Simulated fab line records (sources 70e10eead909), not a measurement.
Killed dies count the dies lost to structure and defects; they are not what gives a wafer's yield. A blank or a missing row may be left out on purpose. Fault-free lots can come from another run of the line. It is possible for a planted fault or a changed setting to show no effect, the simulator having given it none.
fab line records | flow nand_harc
record: lots: 15 wafers: 42 last_day: 33
route steps=1302 shown A_ONON_D2@548 END@1302
lots untouched by any fault: they come from a run of this same line in which no faults occurred
start_h: the number of hours between the record's first day and the start of the first shown wafer of the lot | wait_h: hours since the lot's step before | " unchanged from the row above | L1.1+2: several wafers, shown together as one row | - either no value or no given start | * or withheld: withheld | < > ~ a bound
route shown NAME@n: a module of which the file shows steps, and the number in the route of the first | usual: mean and standard deviation over wafers with no fault | same: alike in all rows | chamber/n: place in a boat | sites: each site's reading | _std_site: standard deviation of those values | _edge_site: the outer-site mean with the inner-site mean subtracted | radius_mm: for every site, how far away it sits from the centre of the wafer | mask NAME#n: copy n | behind: the tool/chamber that last shaped the wafer | hold: why the lot was held/for how many hours/how that ended | device: the transistor (n, p or np) that didn't switch | end of line: the tests these same wafers got at the end of their route | for a step that has no rows: nothing shown but its recipe | killed: count of dies lost to structure and defects at first sort (not the wafer's yield) | map: a wafer's dies, marking killed ones x, the rest . and places with no die _
set.NAME: the setting the step ran with; set.NAME@STEP: the setting that earlier step ran with | model.NAME: the simulator's own value behind a step, which no gauge read
the route's steps for a sample of lots (tables are steps, rows are wafers)
services: from which hour (start_h, from the record's first day; less than 0 if before it) a tool's chamber was out of use, for how many hours, and why
== steps ==
step: NHARC_A_ONON_D2_THK_MEAS_05
recipe: thk_meas_gauge: ellipsometry
usual: thk_nm: 1002/11
columns lot.wafer tool chamber start_h wait_h thk_nm
L966.1 film_metro-02 - 262.76 - 990
L966.3 " - " " 988
L966.5 " - " " 989
L967.2 film_metro-02 - 291.65 - 988
L967.3 " - " " 987
L967.4 " - " " 990
L970.2 film_metro-02 - 326.04 - 1014
L970.4 " - " " 1015
L970.6 " - " " 1012
L972.1 film_metro-01 - 329.67 - 987
L972.4 " - " " 989
L972.5 " - " " 989
L971.3 film_metro-02 - 341.28 - 1006
L971.5 " - " " 1005
L971.6 " - " " 1005
L973.2 film_metro-01 - 348.64 - 981
L973.3 " - " " 980
L973.6 " - " " 981
L974.1 film_metro-02 - 355.93 - 1012
L974.4 " - " " 1011
L974.5 " - " " 1011
L975.1 film_metro-01 - 365.01 - 1014
L975.3 " - " " 1013
L975.5 " - " " 1015
L977.2 film_metro-01 - 387.26 - 1003
L977.3 " - " " 1006
L977.6 " - " " 1005
L976.1 film_metro-01 - 387.29 - 985
L976.3 " - " " 987
L976.5 " - " " 985
L979.1 film_metro-02 - 403.38 - 996
L979.2 " - " " 997
L979.6 " - " " 996
L981.3 film_metro-02 - 428.86 - 1018
L981.5 " - " " 1017
L981.6 " - " " 1015
L986.4 film_metro-02 - 468.76 - 1011
L986.5 " - " " 1009
L987.3 film_metro-02 - 481.39 - 1005
L987.5 " - " " 1004
L988.1 film_metro-02 - 488.93 - 1005
L988.4 " - " " 1007
step: NHARC_A_ONON_D2_THK_MEAS_18
recipe: thk_meas_gauge: ellipsometry
usual: thk_nm: 997/11
columns lot.wafer tool chamber start_h wait_h thk_nm
L966.1 film_metro-02 - 272.41 - 1012
L966.3 " - " " 1011
L966.5 " - " " 1009
L967.2 film_metro-02 - 304.42 - 984
L967.3 " - " " 982
L967.4 " - " " 981
L972.1 film_metro-01 - 338.65 - 993
L972.4 " - " " 993
L972.5 " - " " 994
L970.2 film_metro-02 - 338.65 - 998
L970.4 " - " " 999
L970.6 " - " " 997
L971.3 film_metro-01 - 350.94 - 1006
L971.5 " - " " 1005
L971.6 " - " " 1005
L973.2 film_metro-01 - 357.67 - 998
L973.3 " - " " 999
L973.6 " - " " 998
L974.1 film_metro-02 - 365.02 - 1020
L974.4 " - " " 1021
L974.5 " - " " 1023
L975.1 film_metro-01 - 375.41 - 998
L975.3 " - " " 998
L975.5 " - " " 998
L976.1 film_metro-02 - 396.68 - 1028
L976.3 " - " " 1029
L976.5 " - " " 1024
L977.2 film_metro-01 - 396.68 - 997
L977.3 " - " " 997
L977.6 " - " " 997
L979.1 film_metro-02 - 412.44 - 989
L979.2 " - " " 990
L979.6 " - " " 988
L981.3 film_metro-02 - 438.81 - 990
L981.5 " - " " 991
L981.6 " - " " 989
L986.4 film_metro-02 - 477.83 - 985
L986.5 " - " " 987
L987.3 film_metro-01 - 493.57 - 993
L987.5 " - " " 992
L988.1 film_metro-02 - 498.39 - 1005
L988.4 " - " " 1004
step: NHARC_A_ONON_D2_THK_MEAS_21
recipe: thk_meas_gauge: ellipsometry
usual: thk_nm: 999/11
columns lot.wafer tool chamber start_h wait_h thk_nm
L966.1 film_metro-01 - 272.98 - 986
L966.3 " - " " 986
L966.5 " - " " 985
L967.2 film_metro-01 - 304.99 - 1006
L967.3 " - " " 1005
L967.4 " - " " 1007
L970.2 film_metro-01 - 339.21 - 1001
L970.4 " - " " 1000
L970.6 " - " " 1002
L972.1 film_metro-02 - 339.21 - 1012
L972.4 " - " " 1012
L972.5 " - " " 1011
L971.3 film_metro-02 - 351.50 - 996
L971.5 " - " " 997
L971.6 " - " " 994
L973.2 film_metro-02 - 358.24 - 991
L973.3 " - " " 988
L973.6 " - " " 991
L974.1 film_metro-02 - 365.59 - 996
L974.4 " - " " 994
L974.5 " - " " 996
L975.1 film_metro-01 - 375.97 - 995
L975.3 " - " " 997
L975.5 " - " " 997
L976.1 film_metro-01 - 397.25 - 1018
L976.3 " - " " 1016
L976.5 " - " " 1019
L977.2 film_metro-02 - 397.25 - 984
L977.3 " - " " 982
L977.6 " - " " 985
L979.1 film_metro-01 - 413.01 - 997
L979.2 " - " " 997
L979.6 " - " " 996
L981.3 film_metro-01 - 439.37 - 991
L981.5 " - " " 991
L981.6 " - " " 989
L986.4 film_metro-02 - 478.39 - 997
L986.5 " - " " 997
L987.3 film_metro-01 - 494.14 - 1001
L987.5 " - " " 1000
L988.1 film_metro-02 - 498.95 - 996
L988.4 " - " " 995
step: NHARC_A_ONON_D2_DEP_22
recipe: target_thk_a: 10000 n2_flow_sccm: 2750 n2o_flow_sccm: 2000 nh3_flow_sccm: 500 sih4_flow_sccm: 210 temp_c: 400
usual: susceptor_temp_C: 399.99/0.21
columns lot.wafer tool chamber start_h wait_h susceptor_temp_C
L966.1 pecvd_onon-03 0 273.04 0.1 400.16
L966.3 " 0 " " 400.09
L966.5 " 0 " " 400.04
L967.2 pecvd_onon-01 0 305.10 0.1 400.19
L967.3 " 0 " " 400.05
L967.4 " 0 " " 399.86
L972.1 pecvd_onon-01 0 339.27 0.1 399.99
L972.4 " 0 " " 400.11
L972.5 " 0 " " 399.71
L970.2 pecvd_onon-03 0 339.33 0.1 399.84
L970.4 " 0 " " 400.17
L970.6 " 0 " " 399.80
L971.3 pecvd_onon-03 0 351.68 0.2 400.06
L971.5 " 0 " " 400.07
L971.6 " 0 " " 399.87
L973.2 pecvd_onon-02 0 358.35 0.1 399.94
L973.3 " 0 " " 400.09
L973.6 " 0 " " 400.31
L974.1 pecvd_onon-01 0 365.65 0.1 399.89
L974.4 " 0 " " 400.02
L974.5 " 0 " " 400.09
L975.1 pecvd_onon-03 0 376.03 0.1 399.75
L975.3 " 0 " " 399.97
L975.5 " 0 " " 400.02
L976.1 pecvd_onon-03 0 397.30 0.1 400.11
L976.3 " 0 " " 400.00
L976.5 " 0 " " 399.78
L977.2 pecvd_onon-01 0 397.37 0.1 399.61
L977.3 " 0 " " 400.38
L977.6 " 0 " " 400.00
L979.1 pecvd_onon-02 0 413.07 0.1 400.00
L979.2 " 0 " " 399.92
L979.6 " 0 " " 399.95
L981.3 pecvd_onon-01 0 439.54 0.2 399.74
L981.5 " 0 " " 400.02
L981.6 " 0 " " 399.94
L986.4 pecvd_onon-03 0 478.62 0.2 399.63
L986.5 " 0 " " 399.60
L987.3 pecvd_onon-03 0 494.31 0.2 400.14
L987.5 " 0 " " 399.98
L988.1 pecvd_onon-03 0 499.01 0.1 400.46
L988.4 " 0 " " 400.23
step: NHARC_A_ONON_D2_THK_MEAS_24
recipe: thk_meas_gauge: ellipsometry
usual: thk_nm: 1001/5.6
columns lot.wafer tool chamber start_h wait_h thk_nm
L966.1 film_metro-01 - 273.54 - 1008
L966.3 " - " " 1007
L966.5 " - " " 1009
L967.2 film_metro-01 - 305.56 - 1010
L967.3 " - " " 1012
L967.4 " - " " 1010
L972.1 film_metro-01 - 339.78 - 1004
L972.4 " - " " 1003
L972.5 " - " " 1003
L970.2 film_metro-02 - 339.78 - 1007
L970.4 " - " " 1007
L970.6 " - " " 1008
L971.3 film_metro-01 - 352.07 - 996
L971.5 " - " " 995
L971.6 " - " " 995
L973.2 film_metro-01 - 358.81 - 990
L973.3 " - " " 992
L973.6 " - " " 992
L974.1 film_metro-02 - 366.16 - 1011
L974.4 " - " " 1011
L974.5 " - " " 1012
L975.1 film_metro-01 - 376.53 - 989
L975.3 " - " " 989
L975.5 " - " " 989
L976.1 film_metro-02 - 397.81 - 993
L976.3 " - " " 993
L976.5 " - " " 993
L977.2 film_metro-01 - 397.82 - 1002
L977.3 " - " " 1002
L977.6 " - " " 1003
L979.1 film_metro-01 - 413.58 - 1000
L979.2 " - " " 999
L979.6 " - " " 998
L981.3 film_metro-02 - 439.94 - 999
L981.5 " - " " 1000
L981.6 " - " " 999
L986.4 film_metro-01 - 478.95 - 1001
L986.5 " - " " 662
L987.3 film_metro-01 - 494.71 - 1001
L987.5 " - " " 662
L988.1 film_metro-02 - 499.51 - 664
L988.4 " - " " 1000
step: NHARC_END_SORT_01
recipe: temp_c: 25
usual: killed_at_array: 64/20 killed_at_other: 0.7/1.1 killed_at_periphery: 3.6/2.7 killed_dies: 68/20 killed_open: 2.8/1.9 killed_short: 2.3/1.5
same: gross_dies: 677
columns lot.wafer tool chamber start_h wait_h killed_at_array killed_at_other killed_at_periphery killed_dies killed_open killed_short
L986.4 prober-02 0 770.21 3.4 61 0 2 63 3 4
L986.5 prober-02 0 771.01 3.7 675 0 2 677 0 2
L988.1 prober-01 0 784.89 2.5 674 1 2 677 5 3
L988.4 prober-01 0 787.26 3.4 60 1 3 64 3 5
L987.3 prober-02 0 786.52 3.1 52 0 1 53 2 2
L987.5 prober-02 0 788.14 3.7 676 0 1 677 2 2
killed by level:class
L986.4 A_CHANNEL_HOLE_D2:chamber_film_flake=20 A_CHANNEL_HOLE_D1:chamber_film_flake=17 A_CONTACT:chamber_film_flake=5 A_STAIRCASE:chamber_film_flake=5 A_SLIT:chamber_film_flake=5 P_GATE:chamber_film_flake=2 A_CHANNEL_FILL_D2:chamber_film_flake=2 A_ONON_D1:geometric_particle:open=1
L986.5 A_ONON_D2:area_dep=616 A_CHANNEL_HOLE_D2:chamber_film_flake=26 A_CHANNEL_HOLE_D1:chamber_film_flake=16 A_SLIT:chamber_film_flake=7 A_STAIRCASE:chamber_film_flake=3 A_CONTACT:chamber_film_flake=3 A_CHANNEL_HOLE_D1:geometric_particle:short=1 A_WL_FILL:geometric_particle:short=1
L988.1 A_ONON_D2:area_dep=609 A_CHANNEL_HOLE_D2:chamber_film_flake=32 A_CHANNEL_HOLE_D1:chamber_film_flake=18 A_SLIT:chamber_film_flake=6 P_M0:geometric_particle:open=2 A_WL_FILL:geometric_particle:short=2 A_CHANNEL_FILL_D1:chamber_film_flake=2 A_ONON_D1:geometric_particle:open=1
L987.3 A_CHANNEL_HOLE_D1:chamber_film_flake=20 A_SLIT:chamber_film_flake=10 A_STAIRCASE:chamber_film_flake=8 A_CONTACT:chamber_film_flake=7 A_WL_FILL:chamber_film_flake=2 A_CHANNEL_HOLE_D1:geometric_particle:short=1 A_WL_FILL:geometric_particle:short=1 A_WL_FILL:geometric_particle:open=1
L988.4 A_CHANNEL_HOLE_D2:chamber_film_flake=19 A_CHANNEL_HOLE_D1:chamber_film_flake=15 A_SLIT:chamber_film_flake=9 A_CHANNEL_FILL_D1:chamber_film_flake=5 A_STAIRCASE:chamber_film_flake=4 P_M2:geometric_particle:open=2 A_WL_FILL:chamber_film_flake=2 A_ONON_D1:geometric_particle:short=1
L987.5 A_ONON_D2:area_dep=628 A_CHANNEL_HOLE_D1:chamber_film_flake=14 A_SLIT:chamber_film_flake=9 A_STAIRCASE:chamber_film_flake=8 A_CONTACT:chamber_film_flake=6 A_WL_FILL:chamber_film_flake=4 A_SGD_CUT:geometric_particle:open=1 A_WL_FILL:geometric_particle:short=1
== services ==
columns tool chamber start_h hours kind
pecvd_onon-01 - 269.34 13.0 pm
pecvd_onon-03 - 296.34 9.2 repair
pecvd_onon-02 - 298.05 13.9 repair
pecvd_onon-03 - 361.72 3.8 repair
pecvd_onon-02 - 366.00 13.0 pm
pecvd_onon-03 - 408.19 13.0 pm
pecvd_onon-01 - 450.45 13.0 pm
== key ==
first_sign: step: NHARC_A_ONON_D2_THK_MEAS_24 reading: thk_nm direction: down sigmas: 60 usual: 1001 struck: 662
effect: step: NHARC_END_SORT_01 reading: killed_at_array direction: up sigmas: 31 usual: 64 struck: 675
more_kills_born_at: NHARC_A_ONON_D2_DEP_22@pecvd_onon-03: 1853
met_at NHARC_A_ONON_D2_DEP_22
struck_lots L986,L987,L988
struck_wafers L986.5,L987.5,L988.1
later_rows_left_out L986.5,L987.5,L988.1
tester_left_out L986,L987,L988
not_acting_at NHARC_A_ONON_D2_THK_MEAS_05,NHARC_A_ONON_D2_THK_MEAS_18,NHARC_A_ONON_D2_THK_MEAS_21
onset_between 397.30 478.62
fault: kind: process_parameter_drift tool: pecvd_onon-03 chamber: - onset_h: 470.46 steps: NHARC_A_ONON_D2_DEP_22 channel: target_thk_a offset: * shape: step end_h: 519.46 scope: struck_wafers_only acts_in: * stated: *
tester_left_out: of these lots the tester's yield and bins aren't shown, on N5 and GAA mostly nor the transistor test; their killed dies are dies lost to structure and defects alone, not to doping, threshold or leakage, so they don't give the yield
later_rows_left_out: the simulator's readings of these wafers behind a module that went badly wrong aren't trusted and aren't shown, but for the sort
